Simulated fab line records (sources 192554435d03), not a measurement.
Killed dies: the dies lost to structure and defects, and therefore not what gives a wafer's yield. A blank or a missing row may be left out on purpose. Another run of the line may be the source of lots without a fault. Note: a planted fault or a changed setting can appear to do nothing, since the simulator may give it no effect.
Split-lot experiment + flow n5-finfet + 7 lots, 21 wafers read, on a route of 1938 steps

== ON THE SPLIT ==
At N5_HKMG_FIN_ETCH_35 (etches SOC in N2/H2, target depth 215.8 nm, time 243.4 s), the setting time-s was moved away from the recipe's 243.4 s on 7 of the 21 wafers read, by -20.2% to +22.0%. All remaining wafers had this setting at the recipe value.

The split's own step is where the reading is taken.

== THE READING ==
SOC_of_HKMG_FIN_COAT_29.thk-nm (the simulator's own value, which no gauge read), in nm, at N5_HKMG_FIN_ETCH_35 (etches SOC in N2/H2, target depth 215.8 nm, time 243.4 s). The file gives no usual value for it. Average 83.0 nm, standard deviation 4.6 nm, over the 14 wafers here run with the recipe.

| wafer  | tool, chamber at the split | time-s as run, s | against the recipe | SOC_of_HKMG_FIN_COAT_29.thk-nm, nm | against lot-mates on the recipe |
|--------|----------------------------|------------------|--------------------|------------------------------------|---------------------------------|
| L076.1 | rie-diel-05, 2             | 243.4            | recipe             | 81.8                               | -                               |
| L076.2 | rie-diel-05, 3             | 243.4            | recipe             | 88                                 | -                               |
| L076.4 | rie-diel-05, 0             | 243.4            | recipe             | 89.6                               | -                               |
| L082.1 | rie-diel-04, 0             | 243.4            | recipe             | 87.4                               | -                               |
| L082.2 | rie-diel-04, 1             | 243.4            | recipe             | 86.4                               | -                               |
| L082.6 | rie-diel-04, 0             | 271.6            | +11.6%             | 59                                 | -27.9                           |
| L089.2 | rie-diel-05, 2             | 243.4            | recipe             | 75.4                               | -                               |
| L089.3 | rie-diel-05, 1             | 243.4            | recipe             | 81                                 | -                               |
| L089.6 | rie-diel-05, 0             | 243.4            | recipe             | 87.8                               | -                               |
| L093.4 | rie-diel-06, 3             | 243.4            | recipe             | 80.8                               | -                               |
| L093.5 | rie-diel-06, 0             | 243.4            | recipe             | 79                                 | -                               |
| L093.6 | rie-diel-06, 2             | 194.2            | -20.2%             | 131.8                              | +51.9                           |
| L094.1 | rie-diel-05, 3             | 280.5            | +15.2%             | 49.8                               | -29.7                           |
| L094.5 | rie-diel-05, 2             | 243.4            | recipe             | 75                                 | -                               |
| L094.6 | rie-diel-05, 3             | 243.4            | recipe             | 84                                 | -                               |
| L092.1 | rie-diel-05, 2             | 220.1            | -9.6%              | 103.4                              | +17.4                           |
| L092.4 | rie-diel-05, 3             | 243.4            | recipe             | 86                                 | -                               |
| L092.5 | rie-diel-05, 1             | 220.1            | -9.6%              | 100.4                              | +14.4                           |
| L096.1 | rie-diel-05, 2             | 297              | +22.0%             | 34.2                               | -45.4                           |
| L096.2 | rie-diel-05, 1             | 243.4            | recipe             | 79.6                               | -                               |
| L096.6 | rie-diel-05, 3             | 297              | +22.0%             | 41.8                               | -37.8                           |

THE FIT
A straight line over all 21 wafers: SOC_of_HKMG_FIN_COAT_29.thk-nm changes by -2.14 nm for each +1% of time-s; r = -0.98; the points scatter about the line by 4.4 nm.
The same after taking each lot's own level away (the mean of its wafers on the recipe; 21 wafers): -2.06 nm for each +1%; r = -0.98; scatter 4.4 nm.
Per that fit: largest time-s move, reading shift of 45 nm.
From 79.50 to 86.90 nm: that is the span of the lots' own levels, equal to 1.6 times the standard deviation above.
The two slopes agree, so the slope changes little with the lot-to-lot level.
Check: with one of the wafers moved furthest among these (+22.0%) left out of the fit, the line predicts -44.9 nm for it against its lot-mates. Against them it came out at -45.4 nm.

== OTHER SPLITS APPLIED TO THESE WAFERS ==
These wafers also went through other splits before the reading. Each is held against what the fit with the lots' levels taken away leaves over:
| other split on the same wafers | wafers away from the commonest value | r with SOC_of_HKMG_FIN_COAT_29.thk-nm (lot level and that fit taken away) |
|--------------------------------|--------------------------------------|---------------------------------------------------------------------------|
| N5_SDB_STRIP_22 power-w        | 10                                   | +0.04                                                                     |
| N5_SDB_CUT_ETCH_26 icp-w       | 9                                    | -0.19                                                                     |

== THE WHOLE CHAIN: every reading that the file lists as answering this split, in the file's order ==
| step                | what it does                                             | reading                                                                         | change (the file's fit)              | r (the file's) |
|---------------------|----------------------------------------------------------|---------------------------------------------------------------------------------|--------------------------------------|----------------|
| N5_HKMG_FIN_ETCH_35 | etches SOC in N2/H2, target depth 215.8 nm, time 243.4 s | etch.depth-nm (the simulator's own value, which no gauge read)                  | +2.14 nm for each +1% of the setting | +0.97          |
| N5_HKMG_FIN_ETCH_35 | etches SOC in N2/H2, target depth 215.8 nm, time 243.4 s | HKMG_FIN.feature-depth-nm (the simulator's own value, which no gauge read)      | +2.14 nm for each +1% of the setting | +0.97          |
| N5_HKMG_FIN_ETCH_35 | etches SOC in N2/H2, target depth 215.8 nm, time 243.4 s | SOC_of_HKMG_FIN_COAT_29.thk-nm (the simulator's own value, which no gauge read) | -2.14 nm for each +1% of the setting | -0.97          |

== FILE'S OWN FIT ==
SOC_of_HKMG_FIN_COAT_29.thk-nm changes by -2.14 nm for each +1% of time-s, r = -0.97.
